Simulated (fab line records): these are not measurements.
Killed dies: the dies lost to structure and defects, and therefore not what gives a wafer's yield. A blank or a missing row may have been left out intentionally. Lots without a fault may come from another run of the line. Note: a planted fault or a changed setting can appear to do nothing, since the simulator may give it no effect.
Chamber matching | flow n5Finfet | N5_MOL_CONTACT_COAG_ALD_123 on aldSin-01 has 4 sister chambers
The step deposits SiNx, target thk 5 nm, pulse time 1 s, purge time 2 s. 22 wafers are shown with their chamber, then 11 later ones without.

== WAFERS PAIRED WITH THEIR CHAMBERS ==
wafer  | chamber | heaterPowerW (W) | heaterPowerOuterW (W) | precursorPulseHeightRel
L074.2 | 0       | 924              | 563                   | 0.978
L074.4 | 2       | 666              | 420                   | 1.024
L074.5 | 3       | 741              | 477                   | 1.015
L075.3 | 2       | 660              | 429                   | 1.020
L075.5 | 1       | 912              | 537                   | 1.024
L075.6 | 0       | 956              | 568                   | 0.988
L077.2 | 1       | 865              | 521                   | 0.980
L077.4 | 2       | 662              | 417                   | 1.006
L077.6 | 1       | 887              | 534                   | 1.013
L078.3 | 1       | 875              | 525                   | 0.988
L078.4 | 2       | 666              | 425                   | 1.041
L078.6 | 0       | 938              | 573                   | 1.011
L087.1 | 3       | 722              | 485                   | 0.985
L087.5 | 3       | 724              | 463                   | 1.040
L087.6 | 2       | 658              | 434                   | 0.943
L086.2 | 2       | 666              | 426                   | 0.981
L086.3 | 3       | 742              | 476                   | 0.984
L086.6 | 3       | 736              | 464                   | 1.032
L088.1 | 1       | 875              | 534                   | 1.025
L088.2 | 0       | 919              | 590                   | 1.029
L088.3 | 2       | 658              | 430                   | 0.990
L090.2 | 1       | 891              | 517                   | 1.043

SIGNATURES (means of the wafers above)
reading                 | chamber 0 | chamber 1 | chamber 2 | chamber 3 | scatter within a chamber
heaterPowerW            | 934.25    | 884.17    | 662.29    | 733.00    | 12.1
heaterPowerOuterW       | 573.50    | 528.00    | 425.86    | 473.00    | 8.5
precursorPulseHeightRel | 1.00150   | 1.01217   | 1.00071   | 1.01120   | 0.0274
Rule: a wafer's distance from a chamber is the root of the sum, over the readings, of the square of ((its reading less the chamber's mean) divided by the reading's scatter). The wafer belongs to the nearest chamber; if the next one is less than 2 further off, it can't be placed. The scatter: the root of (the sum of the squares of (reading less its chamber's mean) over the shown wafers, divided by (wafers less chambers)).

== WAFERS WHOSE CHAMBER IS MISSING ==
wafer  | heaterPowerW (W) | heaterPowerOuterW (W) | precursorPulseHeightRel
L090.3 | 935              | 576                   | 1.012
L090.6 | 967              | 582                   | 1.028
L091.2 | 659              | 433                   | 0.985
L091.3 | 965              | 584                   | 1.014
L091.6 | 664              | 419                   | 1.010
L094.1 | 669              | 431                   | 1.022
L094.5 | 889              | 536                   | 1.002
L094.6 | 669              | 423                   | 1.022
L095.1 | 664              | 426                   | 0.977
L095.3 | 745              | 476                   | 1.000
L095.4 | 728              | 465                   | 1.018

== THE CHAMBER EACH PASSED THROUGH ==
wafer  | from the rows above | in truth
L090.3 | 0                   | 0
L090.6 | 0                   | 0
L091.2 | 2                   | 2
L091.3 | 0                   | 0
L091.6 | 2                   | 2
L094.1 | 2                   | 2
L094.5 | 1                   | 1
L094.6 | 2                   | 2
L095.1 | 2                   | 2
L095.3 | 3                   | 3
L095.4 | 3                   | 3
Correctly placed: 11 of 11. From these rows, 0 cannot be placed. Wrongly placed: 0.
